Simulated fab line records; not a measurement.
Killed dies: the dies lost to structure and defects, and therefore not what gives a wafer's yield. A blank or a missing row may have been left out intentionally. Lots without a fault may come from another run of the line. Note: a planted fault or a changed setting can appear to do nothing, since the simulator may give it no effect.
Which tool did it?	flow n5-finfet	27 wafers from 9 lots sampled at 5 of the route's 1938 steps

## WHAT THE GAUGES READ, wafer by wafer
N5_FIN_SAQP_OCD_MEAS_76. Usual: trench-depth-nm at 119.6 nm, with a standard deviation of 1.1.
lot	measured	on	trench-depth-nm (nm)	flag
L327	day 2 06:27	ocd-02	119.1 118.0 119.0	
L331	day 3 04:19	ocd-02	117.8 119.3 117.1	
L332	day 3 11:46	ocd-02	118.6 119.9 118.8	
L333	day 3 17:53	ocd-02	120.5 123.2 119.1	
L334	day 3 21:46	ocd-02	124.3 120.4 119.4	
L340	day 5 07:59	ocd-02	120.6 119.1 121.5	
L342	day 5 21:25	ocd-02	120.5 119.4 119.0	
L345	day 6 15:00	ocd-01	119.5 119.9 119.1	
L346	day 6 21:26	ocd-01	118.7 120.2 119.4	

## TOOL THAT RAN EACH LOT (tool first, then ch and the chambers of the sampled wafers, then the start)
lot	N5_FIN_SAQP_ETCH_51	N5_FIN_SAQP_RECESS_63	N5_FIN_SAQP_ETCH_69	N5_FIN_SAQP_FIN_ETCH_36
L327	rie-diel-06 ch 1,2,3, day 1 22:52	vapor-etch-01 ch 0,1, day 2 03:04	rie-diel-06 ch 1,2, day 2 03:31	rie-si-05 ch 0,1,2, day 2 06:14
L331	rie-diel-06 ch 0,2, day 2 23:41	vapor-etch-01 ch 0,1, day 3 02:12	rie-diel-06 ch 1,2,3, day 3 02:39	rie-si-01 ch 0,2, day 3 04:06
L332	rie-diel-03 ch 0,1,2, day 3 04:49	vapor-etch-01 ch 0,1, day 3 07:45	rie-diel-06 ch 0,1,3, day 3 08:18	rie-si-01 ch 0,3, day 3 11:32
L333	rie-diel-06 ch 0,2,3, day 3 12:21	vapor-etch-01 ch 0,1, day 3 15:42	rie-diel-06 ch 0,1,3, day 3 16:18	rie-si-01 ch 2,3, day 3 17:40
L334	rie-diel-06 ch 0,3, day 3 16:52	vapor-etch-02 ch 0,1, day 3 19:33	rie-diel-03 ch 2,3, day 3 20:00	rie-si-01 ch 2,3, day 3 21:33
L340	rie-diel-06 ch 1,2, day 5 03:55	vapor-etch-01 ch 0,1, day 5 06:16	rie-diel-03 ch 2,3, day 5 06:36	rie-si-02 ch 0,1,3, day 5 07:46
L342	rie-diel-03 ch 0,2, day 5 16:36	vapor-etch-01 ch 0, day 5 19:33	rie-diel-01 ch 1,2,3, day 5 20:02	rie-si-02 ch 1,2,3, day 5 21:12
L345	rie-diel-06 ch 0,3, day 6 10:09	vapor-etch-01 ch 0, day 6 12:36	rie-diel-03 ch 1,2, day 6 13:07	rie-si-05 ch 1,2,3, day 6 14:47
L346	rie-diel-03 ch 1,2, day 6 16:56	vapor-etch-01 ch 0,1, day 6 19:15	rie-diel-03 ch 0,2, day 6 19:41	rie-si-05 ch 1,2,3, day 6 21:13
- N5_FIN_SAQP_ETCH_51: etches SiARC in CF4, target depth 45.5 nm, time 75.8 s.
- N5_FIN_SAQP_RECESS_63: chemistry HF/NH3, target SiO2, target depth 18 nm, afs cycles 3, sublimation time 60 s.
- N5_FIN_SAQP_ETCH_69: etches SOC in N2/H2, stops on SiNx, target depth 150 nm.
- N5_FIN_SAQP_FIN_ETCH_36: etches the open film in HBr/Cl2/O2, target depth 120 nm, time 50.4 s.

## AS READ BY THE TOOLS THEMSELVES (means over the sampled wafers that have a number; for cases with no such wafer, the mark the record gives instead)
N5_FIN_SAQP_ETCH_51. Usual: for bias-w, 36.02 W with a standard deviation of 0.1; for drypump-motor-current-A, 5.8 A with a standard deviation of 0.45; for etch-rf-on-time-s, 75.9 s with a standard deviation of 1.4; for oes-product-au, 0.69 a.u. with a standard deviation of 0.063; for rf-vpp-V, 184.2 V with a standard deviation of 1.1; for showerhead-plenum-p-Torr, 2.16 Torr with a standard deviation of 0.069; for throttle-valve-pct, 15.67 % with a standard deviation of 0.23.
lot	tool	bias-w (W)	drypump-motor-current-A (A)	etch-rf-on-time-s (s)	oes-product-au (a.u.)	rf-vpp-V (V)	showerhead-plenum-p-Torr (Torr)	throttle-valve-pct (%)	flag
L327	rie-diel-06	36.01	6.0	75.4	0.75	184.1	2.15	15.68	
L331	rie-diel-06	36.12	6.4	75.7	0.68	183.9	2.15	15.87	
L332	rie-diel-03	36.04	5.8	75.9	0.66	184.2	2.17	15.73	
L333	rie-diel-06	36.01	6.0	76.3	0.70	184.0	2.16	15.65	
L334	rie-diel-06	36.02	5.5	75.0	0.74	184.4	2.17	15.44	
L340	rie-diel-06	36.12	6.2	75.3	0.71	185.0	2.11	15.86	
L342	rie-diel-03	36.06	5.7	76.6	0.68	185.3	2.24	15.76	
L345	rie-diel-06	36.03	5.7	75.8	0.69	184.1	2.16	15.59	
L346	rie-diel-03	36.00	5.7	76.5	0.73	184.6	2.26	15.56	

N5_FIN_SAQP_RECESS_63. Usual: drypump-motor-current-A 6.0 A, standard deviation 0.5; foreline-p-Torr 0.1281 Torr, standard deviation 0.00062.
lot	tool	drypump-motor-current-A (A)	foreline-p-Torr (Torr)	flag
L327	vapor-etch-01	6.4	0.1283	
L331	vapor-etch-01	6.4	0.1276	
L332	vapor-etch-01	6.4	0.1291	
L333	vapor-etch-01	6.4	0.1275	
L334	vapor-etch-02	5.7	0.1280	
L340	vapor-etch-01	6.4	0.1272	
L342	vapor-etch-01	6.5	0.1286	
L345	vapor-etch-01	6.5	0.1279	
L346	vapor-etch-01	6.4	0.1277	

N5_FIN_SAQP_ETCH_69. Usual: for bias-w, 61.03 W with a standard deviation of 0.19; for drypump-motor-current-A, 5.7 A with a standard deviation of 0.41; for n2-flow-sccm, 200.0 sccm with a standard deviation of 0.6; for oes-product-au, 0.81 a.u. with a standard deviation of 0.077; for rf-vpp-V, 240.9 V with a standard deviation of 1.4; for showerhead-plenum-p-Torr, 2.57 Torr with a standard deviation of 0.089; for throttle-valve-pct, 17.83 % with a standard deviation of 0.26.
lot	tool	bias-w (W)	drypump-motor-current-A (A)	n2-flow-sccm (sccm)	oes-product-au (a.u.)	rf-vpp-V (V)	showerhead-plenum-p-Torr (Torr)	throttle-valve-pct (%)	flag
L327	rie-diel-06	61.21	6.2	200.3	0.86	239.8	2.50	18.01	
L331	rie-diel-06	61.00	6.0	200.4	0.85	241.0	2.54	17.87	
L332	rie-diel-06	61.10	5.7	199.1	0.85	240.0	2.55	17.80	
L333	rie-diel-06	60.91	5.7	200.1	0.85	240.6	2.55	17.80	
L334	rie-diel-03	61.12	5.5	200.5	0.80	241.4	2.60	17.83	
L340	rie-diel-03	61.04	5.3	200.3	0.75	240.6	2.51	17.89	
L342	rie-diel-01	61.07	5.8	199.7	0.75	240.3	2.57	17.73	
L345	rie-diel-03	61.01	5.8	200.3	0.88	243.3	2.69	17.53	
L346	rie-diel-03	60.93	5.9	200.2	0.75	241.9	2.64	18.04	

N5_FIN_SAQP_FIN_ETCH_36. Usual: HBr_flow_sccm 150.0 sccm, standard deviation 0.48; bias-w 101.99 W, standard deviation 0.29; drypump-motor-current-A 6.0 A, standard deviation 0.39; oes-product-au 0.989 a.u., standard deviation 0.016; throttle-valve-pct 36.04 %, standard deviation 0.24.
lot	tool	HBr_flow_sccm (sccm)	bias-w (W)	drypump-motor-current-A (A)	oes-product-au (a.u.)	throttle-valve-pct (%)	flag
L327	rie-si-05	150.0	101.64	6.0	0.980	36.08	
L331	rie-si-01	149.7	101.95	6.0	0.992	36.09	
L332	rie-si-01	150.2	102.03	6.5	0.984	35.86	
L333	rie-si-01	149.9	105.72	6.4	0.996	35.68	OFF
L334	rie-si-01	150.3	105.83	6.4	0.991	35.68	OFF
L340	rie-si-02	150.1	102.23	5.8	0.999	36.08	
L342	rie-si-02	149.5	102.28	5.9	0.985	36.14	
L345	rie-si-05	150.1	101.98	6.1	0.986	36.16	
L346	rie-si-05	149.8	102.09	6.1	0.981	36.15	

## THE ANSWER, worked out from the rows above alone
Rule: a lot counts as off when the mean over its wafers that have a number is more than 3 standard deviations away from the usual mean. A lot without any number at a reading at which 4 lots or more have one is off too. The other lots that the step has rows for count as sound. Order of review: gauges by route order, followed by the tools' own readings, for which a lot's mean as printed above is used. The first step at which some lot is off is used, and at that step the reading that is off furthest; a lot without a number counts as furthest.
Off, at N5_FIN_SAQP_FIN_ETCH_36 on bias-w: L333, L334.
A tool fits if, at that step or a process step before it, it ran every lot that is off, and no sound lot after the first of them. One fits: N5_FIN_SAQP_FIN_ETCH_36 on rie-si-01. A fault onset in the window from L332 (day 3 11:32, its last sound lot) to L333 (day 3 17:40, its first lot off) fits.
On the lots that are off, the tool's own readings at N5_FIN_SAQP_FIN_ETCH_36 differ by more than 5 times the standard deviation of the sound lots' means, which bears it out; bias-w reads 105.78 W there versus 102.03 W on the sound lots.

## WHAT WAS PUT IN BY THE SIMULATOR
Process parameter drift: rie-si-01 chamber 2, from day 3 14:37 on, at N5_FIN_SAQP_FIN_ETCH_36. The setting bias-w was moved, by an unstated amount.
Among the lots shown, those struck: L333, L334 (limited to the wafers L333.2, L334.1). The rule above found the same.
